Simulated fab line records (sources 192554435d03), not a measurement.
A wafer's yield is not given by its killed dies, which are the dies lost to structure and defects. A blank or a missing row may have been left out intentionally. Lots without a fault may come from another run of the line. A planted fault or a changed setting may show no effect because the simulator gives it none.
Split-lot experiment | flow n5-finfet | 21 wafers read from 7 lots, route of 1938 steps

== ON THE SPLIT ==
At N5_BEOL_M14_TRENCH_ETCH_34 (etches SiO2 in C4F8/O2/Ar, target depth 556.65 nm, time 126.9 s), the setting time-s was moved away from the recipe's 126.9 s on 6 of the 21 wafers read, by -15.5% to +12.0%. The other wafers ran this setting at the recipe's value.

== FROM THE SPLIT TO THE READING: what the file shows between them, 10 steps ==
- N5_BEOL_M14_STRIP_70: strips in C4F8/O2/Ar
- N5_BEOL_M14_OCD_MEAS_35
- N5_BEOL_M14_STRIP_37: strips in O2
- N5_BEOL_M14_ETCH_38: etches SiCN in CF4/N2, target depth 106.5 nm, time 120.6 s
- N5_BEOL_M14_ECD_47: material Cu, target thk 1248 nm
- N5_BEOL_M14_ANNEAL_48: time 90 s
- N5_BEOL_M14_CMP_49: polishes, stops on SiO2, t overpolish 5.2 s, target thk 560 nm
- N5_BEOL_M14_THK_MEAS_50: measures by xrf
- N5_BEOL_M14_PRE_CLEAN_52: time 15 s
- N5_BEOL_M14_DEP_53: deposits SiCN from 3MS/NH3, target thk 50 nm, time 17.8 s

== THE READING ==
At N5_BEOL_M14_RS_MEAS_54, a four-point-probe measurement gives M14_RS in ohm/sq. On this fab line, fault-free wafers typically give 0.0328 ohm/sq with a standard deviation of 0.00069 ohm/sq.

wafer  | tool, chamber at the split | time-s as run, s | against the recipe | M14_RS, ohm/sq | against lot-mates on the recipe
L077.2 | rie-diel-01, 3             | 142.1            | +12.0%             | 0.0292         | -0.0029
L077.4 | rie-diel-01, 3             | 126.9            | recipe             | 0.0327         | -
L077.6 | rie-diel-01, 1             | 126.9            | recipe             | 0.0316         | -
L081.2 | rie-diel-01, 1             | 126.9            | recipe             | 0.0315         | -
L081.5 | rie-diel-01, 1             | 126.9            | recipe             | 0.0315         | -
L081.6 | rie-diel-01, 2             | 126.9            | recipe             | 0.0333         | -
L082.4 | rie-diel-03, 0             | 126.9            | recipe             | 0.0327         | -
L082.5 | rie-diel-03, 3             | 126.9            | recipe             | 0.0330         | -
L082.6 | rie-diel-03, 2             | 126.9            | recipe             | 0.0326         | -
L087.1 | rie-diel-03, 3             | 107.2            | -15.5%             | 0.0393         | +0.0066
L087.4 | rie-diel-03, 0             | 126.9            | recipe             | 0.0325         | -
L087.6 | rie-diel-03, 3             | 126.9            | recipe             | 0.0329         | -
L086.1 | rie-diel-01, 2             | 126.9            | recipe             | 0.0331         | -
L086.3 | rie-diel-01, 1             | 141.6            | +11.6%             | 0.0282         | -0.0048
L086.6 | rie-diel-01, 2             | 126.9            | recipe             | 0.0330         | -
L090.2 | rie-diel-03, 2             | 107.3            | -15.4%             | 0.0383         | no lot-mate on the recipe
L090.3 | rie-diel-03, 1             | 107.3            | -15.4%             | 0.0392         | no lot-mate on the recipe
L090.6 | rie-diel-03, 1             | 107.3            | -15.4%             | 0.0388         | no lot-mate on the recipe
L095.1 | rie-diel-03, 1             | 126.9            | recipe             | 0.0324         | -
L095.3 | rie-diel-03, 2             | 126.9            | recipe             | 0.0323         | -
L095.4 | rie-diel-03, 0             | 126.9            | recipe             | 0.0327         | -

FIT RESULTS
A straight line over all 21 wafers: M14_RS changes by -0.000388 ohm/sq for each +1% of time-s; r = -0.98; the points scatter about the line by 0.00061 ohm/sq.
The same after taking each lot's own level away (the mean of its wafers on the recipe; 18 wafers): -0.000376 ohm/sq for each +1%; r = -0.96; scatter 0.00062 ohm/sq.
On that fit, the largest move of time-s shifts the reading by 0.0058 ohm/sq.
From 0.03210 to 0.03305 ohm/sq: that is the span of the lots' own levels, equal to 1.4 times the standard deviation above.
The two slopes agree, so the slope changes little with the lot-to-lot level.
Check: +0.00511 ohm/sq against its lot-mates is what the line predicts for one of the wafers moved furthest among these (-15.5%) when that wafer is left out of the fit. It came out at +0.0066 ohm/sq against them.

== THE WHOLE CHAIN: every reading that the file lists as answering this split, in the file's order ==
step                       | what it does                                                    | reading                                                                       | change (the file's fit)               | r (the file's)
N5_BEOL_M14_TRENCH_ETCH_34 | etches SiO2 in C4F8/O2/Ar, target depth 556.65 nm, time 126.9 s | etch.depth-nm (the simulator's own value, which no gauge read)                | +6.13 nm for each +1% of the setting  | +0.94
N5_BEOL_M14_OCD_MEAS_35    |                                                                 | trench-depth-nm                                                               | +6.12 nm for each +1% of the setting  | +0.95
N5_BEOL_M14_CMP_49         | polishes, stops on SiO2, t overpolish 5.2 s, target thk 560 nm  | Cu_of_BEOL_M14_ECD_47.thk-nm (the simulator's own value, which no gauge read) | +6.13 nm for each +1% of the setting  | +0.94
N5_BEOL_M14_THK_MEAS_50    | measures by xrf                                                 | M14_THK                                                                       | +6.23 for each +1% of the setting     | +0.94
N5_BEOL_M14_RS_MEAS_54     | measures by four-point-probe                                    | M14_RS                                                                        | -0.000373 for each +1% of the setting | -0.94

== THE FILE'S OWN FIT ==
M14_RS changes by -0.000373 ohm/sq for each +1% of time-s, r = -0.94.
